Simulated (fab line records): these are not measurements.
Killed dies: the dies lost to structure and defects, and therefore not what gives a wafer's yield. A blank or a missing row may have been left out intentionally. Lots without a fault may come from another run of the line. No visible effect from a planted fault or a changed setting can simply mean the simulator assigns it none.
A lot that was struck, set against a sound lot :: flow nand_harc :: 40 steps out of a route of 1159
Sound: wafers L100.3, L100.5, L100.6. Struck: wafer L106.2 (L106.1, L106.3, from the same lot, were not struck and are left out); the cause is given at the end.
For every step that has rows: the tool of each side, followed by ch and its chambers, followed by its first start. Under that, the readings that differ: sound wafers :: struck wafers :: difference of the means :: sigmas: that difference in standard deviations of wafers without a fault.
alike: words and numbers the same on both sides, and readings whose means are apart by under 2 such deviations; not compared: readings that were withheld, readings missing a value for some wafer, numbers with overlapping values and no deviation given by the record, and bounds like >300 which may hide the same value.
Wherever a step has rows on one side only, a row that says differs or no value, or a row with sigmas, the two part there. Numbers that have no deviation but don't overlap get no sigmas and don't part them. A reading missing from all wafers of one side parts the sides only when that side holds two or more wafers.

first, 3 steps without rows for these wafers: NHARC_A_BLC_STRIP_29 (strips in CF4); NHARC_A_BLC_STRIP_21 (strips in O2); NHARC_A_BLC_STRIP_22 (strips in post etch residue remover, time 600 s).
NHARC_A_BLC_DEGAS_30: time 60 s.
  sound on pvd_sputter-01 at day 18 06:01; struck on pvd_sputter-01 at day 20 07:01
  alike: heater_power_w
then, 1 step without rows for these wafers: NHARC_A_BLC_PRE_CLEAN_31 (time 15 s).
NHARC_A_BLC_PVD_32: deposits Ti, target thk 5 nm, time 17.7 s.
  sound on pvd_sputter-01; struck on pvd_sputter-01
  alike: substrate_temp_c, throttle_valve_pct
NHARC_A_BLC_ALD_23: deposits TiN, target thk 3 nm, pulse time 1 s, ald cycles 150.
  sound on ald_metal-03 ch 0,1, day 18 06:20; struck on ald_metal-02 ch 3, day 20 07:16
  alike: heater_power_w, precursor_pulse_height_rel
then, 3 steps without rows for these wafers: NHARC_A_BLC_CVD_24 (deposits W, target thk 150 nm, time 434 s); NHARC_A_BLC_CMP_25 (polishes, t overpolish 30 s, target thk 150 nm); NHARC_A_BLC_SRD_27.
NHARC_A_BLC_INSPECT_28:
  sound on defect_inspect-01 at day 18 07:28; struck on defect_inspect-02 at day 20 11:22
  alike: raw_defect_count
NHARC_A_M0_DEP_00: deposits SiOC, target thk 150 nm.
  sound on pecvd-01 ch 0,1, day 18 07:43; struck on pecvd-01 ch 2, day 20 11:26
  alike: showerhead_vpp_V
then, 9 steps without rows for these wafers: NHARC_A_M0_DEHYDRATE_01 (time 120 s); NHARC_A_M0_HMDS_02 (time 30 s); NHARC_A_M0_COAT_33 (time 65 s); NHARC_A_M0_COAT_03 (resist thk 90 nm); NHARC_A_M0_SOFTBAKE_04 (time 55 s); NHARC_A_M0_EBR_05; NHARC_A_M0_EXPOSE_06 (exposes mask A M0, target cd 80 nm); NHARC_A_M0_PEB_07 (peb time 65 s); NHARC_A_M0_DEVELOP_08 (develop time 35 s).
NHARC_A_M0_CD_MEAS_09 targets a cd of 80 nm.
  sound on cd_sem-01 ch 0, day 18 08:21; struck on cd_sem-01 ch 0, day 20 12:17
  alike: cd_nm
NHARC_A_M0_OVL_MEAS_10: pitch 160 nm.
  sound on overlay-02 at day 18 08:26; struck on overlay-01 at day 20 12:22
  alike: overlay_x_nm, overlay_y_nm
NHARC_A_M0_INSPECT_11:
  sound on defect_inspect-01 at day 18 08:28; struck on defect_inspect-01 at day 20 12:25
  alike: raw_defect_count
then, 2 steps without rows for these wafers: NHARC_A_M0_DESCUM_14 (chemistry O2, time 3 s); NHARC_A_M0_ETCH_34 (etches the open film in N2/H2, target depth 40 nm, overetch 12 nm, time 43.94 s).
NHARC_A_M0_ETCH_15: etches the open film in C4F8/Ar, target depth 150 nm, overetch 15 nm, time 82.5 s.
  sound: rie_diel-02 ch 0,1; struck: rie_diel-12 ch 2
  alike: oes_product_au, rf_vpp_V
  not compared: rf_hours_counter_h
NHARC_A_M0_CD_MEAS_16:
  sound on cd_sem-01 at day 18 08:50; struck on cd_sem-01 at day 20 12:47
  alike: cd_nm
then, 5 steps without rows for these wafers: NHARC_A_M0_STRIP_18 (strips in N2/H2); NHARC_A_M0_STRIP_19 (strips in post etch residue remover, time 600 s); NHARC_A_M0_DEGAS_28 (time 60 s); NHARC_A_M0_PRE_CLEAN_29 (time 30 s); NHARC_A_M0_PVD_20 (deposits TaN, target thk 5 nm, time 8.06 s).
NHARC_A_M0_PVD_21: deposits Cu, target thk 30 nm, time 20.49 s.
  sound on pvd_sputter-03; struck on pvd_sputter-02
  alike: substrate_temp_c, throttle_valve_pct
then, 4 steps without rows for these wafers: NHARC_A_M0_ECD_22 (material Cu, target thk 400 nm); NHARC_A_M0_ANNEAL_30 (time 90 s); NHARC_A_M0_CMP_23 (polishes, t overpolish 20 s, target thk 113.75 nm); NHARC_A_M0_SRD_25.
NHARC_A_M0_INSPECT_27:
  sound on defect_inspect-02 at day 18 11:01; struck on defect_inspect-01 at day 20 14:56
  alike: raw_defect_count
-- break in the record here, with 3 days between the starts of the struck wafers on either side (left off in module A_M0, picked up again in module END, where the first step shown is number 1159 on the route) --
NHARC_END_SORT_01:
  sound on prober-02 ch 0, day 20 21:01; struck on prober-02 ch 0, day 23 13:53
reading: defect_limited_yield (%)
sound: 95.9 95.4 96.0
struck: 0
difference: -96
sigmas: -74

reading: killed_at_array
sound: 27 29 24
struck: 674
difference: +647
sigmas: +71

reading: killed_dies
sound: 28 31 27
struck: 677
difference: +648
sigmas: +72

reading: sort_bin_2_pct (%)
sound: 1.0 1.3 1.9
struck: 96.0
difference: +94.6
sigmas: +99 or more

reading: sort_n_pass
sound: 649 646 650
struck: 0
difference: -648
sigmas: -72

reading: sort_rim_yield_pct (%)
sound: 94 93 93
struck: 0
difference: -93
sigmas: -28

reading: sort_yield_pct (%)
sound: 95.9 95.4 96.0
struck: 0
difference: -96
sigmas: -74
  alike: killed_at_other, killed_at_periphery, killed_open, killed_short, sort_bin_3_pct, sort_bin_4_pct

WHERE THEY PART
Only at NHARC_END_SORT_01, as far as this record shows.

WHY: what had been put in by the simulator
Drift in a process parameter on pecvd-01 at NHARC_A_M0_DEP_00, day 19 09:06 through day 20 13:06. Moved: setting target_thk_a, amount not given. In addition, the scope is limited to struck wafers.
